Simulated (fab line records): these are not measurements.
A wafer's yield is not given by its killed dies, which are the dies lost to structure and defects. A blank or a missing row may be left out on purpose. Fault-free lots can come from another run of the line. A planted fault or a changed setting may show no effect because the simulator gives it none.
Matching of chambers || flow n5_finfet || 4 sister chambers for N5_BEOL_M15_DESCUM_33 on rie_diel-04
The step chemistry O2, time 7.9 s. 4 wafers are shown with their chamber, then 6 later ones without.

== EACH WAFER AND ITS CHAMBER ==
{"wafer": "L590.6", "chamber": 2, "drypump_motor_current_A (A)": 5.0}
{"wafer": "L592.1", "chamber": 1, "drypump_motor_current_A (A)": 6.1}
{"wafer": "L592.5", "chamber": 0, "drypump_motor_current_A (A)": 5.1}
{"wafer": "L592.6", "chamber": 3, "drypump_motor_current_A (A)": 5.2}

== WAFERS WHOSE CHAMBER IS MISSING ==
{"wafer": "L595.1", "drypump_motor_current_A (A)": 5.2}
{"wafer": "L595.2", "drypump_motor_current_A (A)": 5.0}
{"wafer": "L595.6", "drypump_motor_current_A (A)": 6.1}
{"wafer": "L600.1", "drypump_motor_current_A (A)": 5.3}
{"wafer": "L600.3", "drypump_motor_current_A (A)": 5.2}
{"wafer": "L600.6", "drypump_motor_current_A (A)": 5.3}

== THE CHAMBER EACH PASSED THROUGH ==
{"wafer": "L595.1", "from the rows above": "can't be placed: 3 or 0", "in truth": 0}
{"wafer": "L595.2", "from the rows above": "can't be placed: 2 or 0", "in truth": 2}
{"wafer": "L595.6", "from the rows above": 1, "in truth": 1}
{"wafer": "L600.1", "from the rows above": "can't be placed: 3 or 0", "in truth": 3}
{"wafer": "L600.3", "from the rows above": "can't be placed: 3 or 0", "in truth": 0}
{"wafer": "L600.6", "from the rows above": "can't be placed: 3 or 0", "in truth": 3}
Correctly placed: 1 of 6. These rows do not allow placing 5 (true chamber among the candidates in 5). Placed wrongly: 0.
How it was worked out, from the rows above alone: a wafer's distance from a chamber is the root of the sum, over the readings, of the square of ((its reading less the chamber's mean) divided by the reading's scatter). The wafer belongs to the nearest chamber; if the next one is less than 2 further off, it can't be placed. For every chamber, the mean is computed from those of its wafers that are shown. The scatter: root of mean squared gap, hidden wafer to nearest shown wafer, with one shown wafer a chamber.
